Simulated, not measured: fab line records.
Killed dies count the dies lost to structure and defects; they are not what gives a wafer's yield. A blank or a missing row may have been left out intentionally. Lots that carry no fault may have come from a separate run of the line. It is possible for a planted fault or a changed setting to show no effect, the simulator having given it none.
Chamber matching | flow n5-finfet | N5_HKMG_FIN_ALD_71 on ald-metal-01: 4 sister chambers
The step deposits TiN, target thk 1 nm, pulse time 1 s, purge time 3 s. 20 wafers are shown with their chamber, then 10 later ones without.

WAFERS WITH THEIR CHAMBER
wafer  | chamber | heater-power-w (W) | precursor-pulse-height-rel
L076.1 | 3       | 797                | 1.001
L076.3 | 0       | 834                | 0.992
L076.5 | 1       | 762                | 0.986
L078.1 | 3       | 809                | 0.980
L078.3 | 0       | 808                | 0.977
L078.6 | 2       | 769                | 1.001
L079.1 | 3       | 791                | 1.010
L079.3 | 2       | 785                | 1.003
L079.6 | 0       | 817                | 1.036
L082.1 | 3       | 784                | 1.041
L082.2 | 0       | 836                | 1.017
L082.3 | 1       | 771                | 0.989
L084.2 | 2       | 785                | 1.000
L084.3 | 1       | 766                | 0.977
L084.5 | 2       | 767                | 0.982
L087.1 | 2       | 761                | 1.000
L087.3 | 3       | 806                | 1.010
L087.6 | 0       | 830                | 0.973
L088.1 | 2       | 775                | 1.018
L088.2 | 3       | 809                | 1.008

SIGNATURES, as means of the wafers listed above
reading                    | chamber 0 | chamber 1 | chamber 2 | chamber 3 | scatter within a chamber
heater-power-w             | 825.00    | 766.33    | 773.67    | 799.33    | 10.1
precursor-pulse-height-rel | 0.99900   | 0.98400   | 1.00067   | 1.00833   | 0.0186
Rule: a wafer lies at a distance from a chamber equal to the root of the sum of squares, over the readings, of (its reading less the chamber's mean, divided by the reading's scatter). The wafer belongs to the nearest chamber; if the next one is less than 2 further off, it can't be placed. How the scatter is found: for the shown wafers, subtract from each reading the mean of its chamber, square and add these, divide the total by (wafers less chambers), then take the root.

WAFERS WHOSE CHAMBER IS MISSING
wafer  | heater-power-w (W) | precursor-pulse-height-rel
L088.3 | 774                | 1.015
L088.4 | 824                | 1.009
L088.5 | 779                | 1.002
L088.6 | 779                | 1.015
L092.2 | 820                | 0.990
L092.5 | 757                | 1.017
L092.6 | 761                | 0.982
L093.2 | 829                | 1.005
L093.4 | 788                | 1.001
L093.5 | 775                | 1.011

CHAMBER TAKEN BY EACH
wafer  | from the rows above          | in truth
L088.3 | can't be placed: 2 or 1 or 3 | 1
L088.4 | can't be placed: 0 or 3      | 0
L088.5 | can't be placed: 2 or 1 or 3 | 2
L088.6 | can't be placed: 2 or 3 or 1 | 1
L092.2 | can't be placed: 0 or 3      | 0
L092.5 | can't be placed: 2 or 1      | 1
L092.6 | can't be placed: 1 or 2      | 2
L093.2 | 0                            | 0
L093.4 | can't be placed: 3 or 2 or 1 | 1
L093.5 | can't be placed: 2 or 1 or 3 | 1
Correct placement for 1 of the 10. From these rows, 9 cannot be placed; in 9 the true chamber is one of the candidates. Wrongly placed: 0.
